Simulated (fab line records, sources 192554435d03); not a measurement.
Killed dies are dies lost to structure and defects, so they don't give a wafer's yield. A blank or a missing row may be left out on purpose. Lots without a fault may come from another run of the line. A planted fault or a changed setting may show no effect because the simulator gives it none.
fab line records | flow n5_finfet | part 2 of 2: steps 5 to 6 of 6
record lots=21 wafers=63 last_day=17
route steps=1938 shown PMOS_HMC_CHANNEL_EPI@68 FIN_SAQP@114 FIN_CUT@165
lots that met no fault: from a run of the same line without faults
start_h: hours from the record's first day to the start of the lot's first wafer shown | wait_h: hours since the lot's step before | " the same as in the row above | L1.1+2: a row that stands for several wafers | - no value, or no start given | * or withheld: withheld | < > ~ a bound
route shown NAME@n: a module of which the file shows steps, and the number in the route of the first | usual: mean/standard deviation of fault-free wafers | same: alike in all rows | chamber/n: place in a boat | sites: the reading at each site | _std_site: their standard deviation | _edge_site: outer sites' mean less inner sites' | radius_mm: how far each site lies from the wafer's centre | mask NAME#n: copy n | behind: the tool/chamber that last shaped the wafer | hold: why the lot was held/for how many hours/how that ended | device: the transistor (n, p or np) that didn't switch | end of line: the same wafers' tests at the end of the route | a step without rows: its recipe alone | killed: dies lost to structure and defects at the first sort, not the wafer's yield | map: a wafer's dies, x killed, . not, _ none there
set.NAME: the setting as run; set.NAME@STEP: as run at that earlier step | model.NAME: the simulator's own value behind a step, which no gauge read
steps of the route over a sample of lots; a table a step, a row a wafer
services: from which hour (start_h, from the record's first day; less than 0 if before it) a tool's chamber was out of use, for how many hours, and why
## steps
# step N5_FIN_CUT_INSPECT_10
# recipe mode=adi inspect_instrument=brightfield
# usual raw_defect_count=42/11
# columns lot.wafer tool chamber start_h wait_h raw_defect_count
L074.1 defect_inspect-01 - 27.12 0.1 25
L074.3 " - " " 34
L074.5 " - " " 50
L075.2 defect_inspect-01 - 32.63 0.0 36
L075.5 " - " " 23
L075.6 " - " " 37
L076.3 defect_inspect-02 - 39.66 0.0 51
L076.4 " - " " 53
L076.6 " - " " 38
L077.2 defect_inspect-02 - 46.00 0.1 36
L077.4 " - " " 49
L077.6 " - " " 43
L078.4 defect_inspect-01 - 51.99 0.0 65
L078.5 " - " " 39
L078.6 " - " " 37
L079.1 defect_inspect-02 - 58.20 0.1 49
L079.3 " - " " 59
L079.5 " - " " 58
L080.2 defect_inspect-02 - 62.66 0.0 37
L080.3 " - " " 59
L080.6 " - " " 33
L081.1 defect_inspect-02 - 68.51 0.1 21
L081.4 " - " " 49
L081.5 " - " " 32
L083.1 defect_inspect-02 - 81.68 0.1 27
L083.3 " - " " 46
L083.4 " - " " 48
L085.2 defect_inspect-01 - 93.27 0.0 25
L085.3 " - " " 32
L085.6 " - " " 41
L086.2 defect_inspect-02 - 106.88 0.0 43
L086.4 " - " " 33
L086.5 " - " " 24
L087.1 defect_inspect-01 - 111.32 0.1 54
L087.5 " - " " 37
L087.6 " - " " 61
L088.4 defect_inspect-02 - 114.73 0.0 45
L088.5 " - " " 44
L088.6 " - " " 54
L089.2 defect_inspect-01 - 117.54 0.1 42
L089.5 " - " " 44
L089.6 " - " " 31
L090.2 defect_inspect-02 - 125.00 0.0 53
L090.3 " - " " 50
L090.5 " - " " 54
L092.2 defect_inspect-02 - 135.95 0.0 36
L092.4 " - " " 34
L092.5 " - " " 42
L093.2 defect_inspect-02 - 140.70 0.0 49
L093.3 " - " " 64
L093.6 " - " " 44
L094.2 defect_inspect-01 - 146.89 0.0 22
L094.3 " - " " 33
L094.5 " - " " 24
L095.2 defect_inspect-02 - 155.03 0.0 33
L095.4 " - " " 27
L095.5 " - " " 39
L096.1 defect_inspect-01 - 160.04 0.1 39
L096.4 " - " " 35
L096.6 " - " " 41
L097.3 defect_inspect-02 - 165.50 0.1 42
L097.4 " - " " 25
L097.6 " - " " 56
# step N5_FIN_CUT_STRIP_24
# recipe chemistry=CF4 resist=SiARC power_w=300 bias_power_w=75 pressure_mtorr=50 cf4_flow_sccm=150 rf_frequency_hz=6e+07
# usual drypump_motor_current_A=5.9/0.55 oes_product_au=0.78/0.079 rf_fwd_power_W=292.8/0.9 rf_vpp_V=271.0/1.4 showerhead_plenum_p_Torr=1.79/0.039 throttle_valve_pct=13.52/0.23
# columns lot.wafer tool chamber start_h wait_h drypump_motor_current_A oes_product_au rf_fwd_power_W rf_hours_counter_h rf_vpp_V showerhead_plenum_p_Torr throttle_valve_pct
L074.1 rie_diel-01 2 27.57 0.0 6.8 0.82 292.9 76 271.3 1.77 13.23
L074.3 " 3 " " 6.3 0.77 292.3 138 271.4 1.79 13.26
L074.5 " 2 " " 6.8 0.81 292.0 - 270.4 1.77 13.25
L075.2 rie_diel-04 0 33.08 0.0 6.1 0.76 291.9 135 273.0 1.87 13.58
L075.5 " 3 " " 6.7 0.83 292.2 - 268.5 1.77 13.37
L075.6 " 2 " " 5.7 0.77 293.9 - 270.1 1.75 13.43
L076.3 rie_diel-04 0 40.33 0.0 6.1 0.76 292.1 138 272.9 1.87 13.61
L076.4 " 3 " " 6.6 0.83 292.4 88 268.3 1.77 13.38
L076.6 " 2 " " 5.7 0.77 292.4 - 270.5 1.74 13.43
L077.2 rie_diel-02 0 46.45 0.0 5.6 0.71 293.3 205 272.3 1.82 13.73
L077.4 " 3 " " 6.0 0.75 293.3 135 272.2 1.82 13.89
L077.6 " 3 " " 5.9 0.74 294.0 - 271.8 1.81 13.89
L078.4 rie_diel-01 2 52.59 0.0 6.8 0.80 293.1 - 270.3 1.76 13.25
L078.5 " 1 " " 6.3 0.98 291.9 - 273.3 1.82 13.39
L078.6 " 3 " " 6.3 0.77 294.5 - 269.9 1.79 13.30
L079.1 rie_diel-01 1 58.65 0.0 6.4 0.96 292.6 4 272.0 1.82 13.40
L079.3 " 3 " " 6.3 0.76 292.7 144 270.5 1.79 13.30
L079.5 " 3 " " 6.3 0.77 291.5 - 271.3 1.79 13.30
L080.2 rie_diel-04 0 63.14 0.0 6.1 0.75 293.9 145 271.0 1.87 13.62
L080.3 " 2 " " 5.7 0.76 292.5 130 269.0 1.74 13.45
L080.6 " 2 " " 5.7 0.76 292.2 - 268.1 1.74 13.44
L081.1 rie_diel-01 3 68.96 0.0 6.2 0.76 293.4 147 271.7 1.79 13.30
L081.4 " 0 " " 5.1 0.95 292.8 2 270.2 1.77 13.14
L081.5 " 0 " " 5.1 0.94 293.5 - 271.5 1.77 13.12
L083.1 rie_diel-01 1 82.13 0.0 6.3 0.93 292.4 12 271.6 1.82 13.43
L083.3 " 3 " " 6.3 0.76 291.4 150 271.7 1.79 13.30
L083.4 " 2 " " 6.8 0.79 292.4 95 269.7 1.76 13.28
L085.2 rie_diel-02 0 93.72 0.0 5.6 0.70 293.0 221 272.9 1.82 13.77
L085.3 " 1 " " 5.4 0.77 292.8 138 270.0 1.80 13.54
L085.6 " 3 " " 6.0 0.73 293.7 - 272.3 1.81 13.91
L086.2 rie_diel-02 1 107.36 0.0 5.3 0.76 292.0 141 272.6 1.80 13.54
L086.4 " 3 " " 6.0 0.73 293.0 - 271.4 1.81 13.91
L086.5 " 1 " " 5.3 0.77 292.1 - 271.9 1.80 13.53
L087.1 rie_diel-04 0 111.77 0.0 6.1 0.75 292.5 159 271.3 1.87 13.66
L087.5 " 2 " " 5.7 0.75 291.4 - 270.6 1.74 13.48
L087.6 " 3 " " 6.7 0.80 292.3 - 269.7 1.76 13.42
L088.4 rie_diel-02 3 115.18 0.0 6.0 0.73 294.3 - 271.1 1.81 13.92
L088.5 " 1 " " 5.4 0.76 294.2 - 270.7 1.80 13.55
L088.6 " 0 " " 5.6 0.70 291.7 - 273.3 1.81 13.77
L089.2 rie_diel-02 3 117.99 0.0 6.0 0.72 294.0 155 271.1 1.81 13.95
L089.5 " 0 " " 5.6 0.69 292.6 - 272.9 1.81 13.78
L089.6 " 1 " " 5.4 0.76 292.7 - 270.5 1.80 13.54
L090.2 rie_diel-01 3 125.45 0.0 6.3 0.75 291.9 163 271.5 1.78 13.32
L090.3 " 0 " " 5.1 0.89 293.4 19 270.4 1.76 13.18
L090.5 " 0 " " 5.1 0.89 291.0 - 271.2 1.76 13.14
L092.2 rie_diel-01 2 136.62 0.0 6.8 0.78 292.4 112 269.8 1.76 13.31
L092.4 " 3 " " 6.3 0.76 293.8 167 272.4 1.78 13.36
L092.5 " 2 " " 6.8 0.78 293.1 - 268.5 1.76 13.31
L093.2 rie_diel-04 2 141.22 0.0 5.7 0.74 291.1 155 269.3 1.74 13.51
L093.3 " 3 " " 6.6 0.80 293.2 120 271.2 1.76 13.44
L093.6 " 3 " " 6.6 0.79 292.3 - 269.1 1.76 13.45
L094.2 rie_diel-01 0 147.34 0.0 5.1 0.88 291.9 25 271.4 1.76 13.19
L094.3 " 1 " " 6.3 0.89 291.7 32 270.6 1.81 13.47
L094.5 " 3 " " 6.2 0.75 293.7 - 272.0 1.78 13.35
L095.2 rie_diel-02 1 156.02 0.0 5.4 0.75 293.3 159 271.7 1.79 13.58
L095.4 " 3 " " 6.0 0.72 293.5 169 270.8 1.81 13.98
L095.5 " 2 " " 6.2 0.90 292.3 - 273.7 1.92 13.31
L096.1 rie_diel-04 3 160.49 0.0 6.6 0.79 292.7 127 269.7 1.76 13.47
L096.4 " 1 " " 5.0 0.88 293.0 27 273.2 1.82 13.36
L096.6 " 2 " " 5.7 0.74 292.4 - 268.4 1.73 13.53
L097.3 rie_diel-01 2 165.95 0.0 6.8 0.78 292.8 121 268.9 1.75 13.34
L097.4 " 2 " " 6.8 0.77 292.6 - 268.2 1.75 13.36
L097.6 " 0 " " 5.1 0.87 291.9 - 270.6 1.76 13.21
## services
# columns tool chamber start_h hours kind
rie_diel-03 - -0.72 2.8 pm
rie_diel-06 - 9.96 2.8 pm
rie_diel-02 1 29.51 5.5 repair
rie_diel-01 3 31.66 14.4 repair
rie_diel-01 - 38.35 2.0 repair
rie_diel-05 0 42.73 - clean
rie_diel-05 0 42.73 - consumable_replace:focus_ring
rie_diel-05 0 42.73 14.6 scheduled_down
rie_diel-05 0 42.73 14.6 vent_cycle
rie_diel-02 3 63.87 10.9 repair
rie_diel-05 1 69.95 - clean
rie_diel-05 1 69.95 - consumable_replace:focus_ring
rie_diel-02 3 75.88 2.6 repair
rie_diel-03 0 77.63 53.1 repair
rie_diel-03 2 97.15 3.3 repair
rie_diel-06 0 100.78 9.1 repair
rie_diel-04 2 114.20 1.9 repair
rie_diel-06 - 119.48 4.4 repair
rie_diel-06 0 124.63 1.7 repair
rie_diel-04 - 131.63 0.8 repair
rie_diel-04 0 132.51 11.9 repair
rie_diel-02 1 156.55 15.9 repair
rie_diel-03 - 158.24 0.4 repair
rie_diel-01 3 165.35 3.0 repair
